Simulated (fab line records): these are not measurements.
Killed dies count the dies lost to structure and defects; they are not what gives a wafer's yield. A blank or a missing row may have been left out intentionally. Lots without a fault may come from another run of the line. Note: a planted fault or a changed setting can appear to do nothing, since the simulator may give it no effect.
8D (eight disciplines) problem report, filled in by code    flow n5Finfet    the parts of the form that need people (team, actions taken, sign-off) are left out

## 1. WHAT WENT WRONG
At N5_PASSIVATION_PROBE_49, killedAtFrontEnd averages 164 over 2 wafers from 2 lots, while fault-free wafers read 39, standard deviation 9.9. Relative to the usual mean, that is a shift of +13 standard deviations.
The first sign was on wafer L866.2 at day 15 09:19, on prober-02. At this step, 36 wafers from 12 lots have a number in the record. Rule for "out", or "out of limits": more than 4 standard deviations from the usual mean. The rest of the wafers with a number are treated as sound.

## 2. WHAT IT IS AND WHAT IT IS NOT
question                     is                            is not
which readings at this step  killedAtFrontEnd, killedDies  killed_at_M0_to_M3, killedAtContacts, killedAtOther, killedOpen, killedShort
which lots                   L866, L867                    L853, L854, L855, L857, L858, L861, L869, L873, L874, L875
which wafers of those lots   L866.2, L867.3                L866.3, L866.6, L867.1, L867.4
read on which tools          prober-02                     prober-01
when                         from day 15 09:19             up to then (18 sound wafers); but 16 sound wafers of L866, L867, L869, L873, L874, L875 came after

## 3. SUSPECTS, AND WHAT RULES EACH OUT
Counting: if a tool at a process step up to the reading ran every lot that is out, it stays a suspect. Sound lots after the first of them don't rule it out here, since some wafers of a struck lot are sound.
- plasmaAsher-02 at N5_SDB_STRIP_22 (strips in N2/H2): kept. Ran every lot that is out, first one L866 (day 7 02:22); last sound lot up to then L861 (day 5 17:25).
- rieDiel-05 at N5_PASSIVATION_PASS_ETCH_74 (etches SiNx in CF4/O2, target depth 220 nm, time 110 s): kept. Ran every lot that is out, first one L866 (day 15 02:58); last sound lot up to then L861 (day 14 06:15).
- prober-02 at N5_PASSIVATION_PROBE_49: kept. Ran every lot that is out, first one L866 (day 15 09:19); last sound lot up to then L858 (day 13 13:02). Out on those wafers are its own readings of killedAtFrontEnd, killedDies.
- At N5_SDB_STRIP_22 on plasmaAsher-02, chamber 0 took the sound wafers of the same lots and chamber 1 took the wafers that are out.
The count leaves plasmaAsher-02 at N5_SDB_STRIP_22, rieDiel-05 at N5_PASSIVATION_PASS_ETCH_74, and prober-02 at N5_PASSIVATION_PROBE_49.

## 4. THE CAUSE (what the simulator had put in)
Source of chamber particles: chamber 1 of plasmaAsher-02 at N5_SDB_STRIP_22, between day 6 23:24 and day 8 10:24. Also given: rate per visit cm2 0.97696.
Of the 3 suspects that counting leaves, this tool is one.

## 5. THE CHAIN OF EFFECTS, in route order
One row per reading whose mean, taken over the struck wafers that have a number, lies over 3 standard deviations from the usual. Readings are gone through only where the record gives a usual standard deviation; hours: the median, over the lots, of the time from a lot's start at the first step in this table giving one to that lot's start at this step; sigmas: the change measured in usual standard deviations.
hours  step                     reading           usual  on struck wafers  change  sigmas
0      N5_PASSIVATION_PROBE_49  killedAtFrontEnd  39     164               +126    +13
0      N5_PASSIVATION_PROBE_49  killedDies        102    226               +124    +8.3
Process steps it contains:
- N5_PASSIVATION_PROBE_49

## 6. WHAT WOULD HAVE CAUGHT IT SOONER
First out-of-limits reading in this record: day 15 09:19, which is 202 hours after fault onset at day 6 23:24.
Of the tool readings at N5_SDB_STRIP_22 for which the record gives a usual standard deviation, none was out on any struck wafer, so an alarm limit of 4 standard deviations on them would not have fired.
Each of the lots that are out, 2 in all, had begun N5_SDB_STRIP_22 on plasmaAsher-02 no later than day 15 09:19. Tool hold at that time: it would have spared none of them.
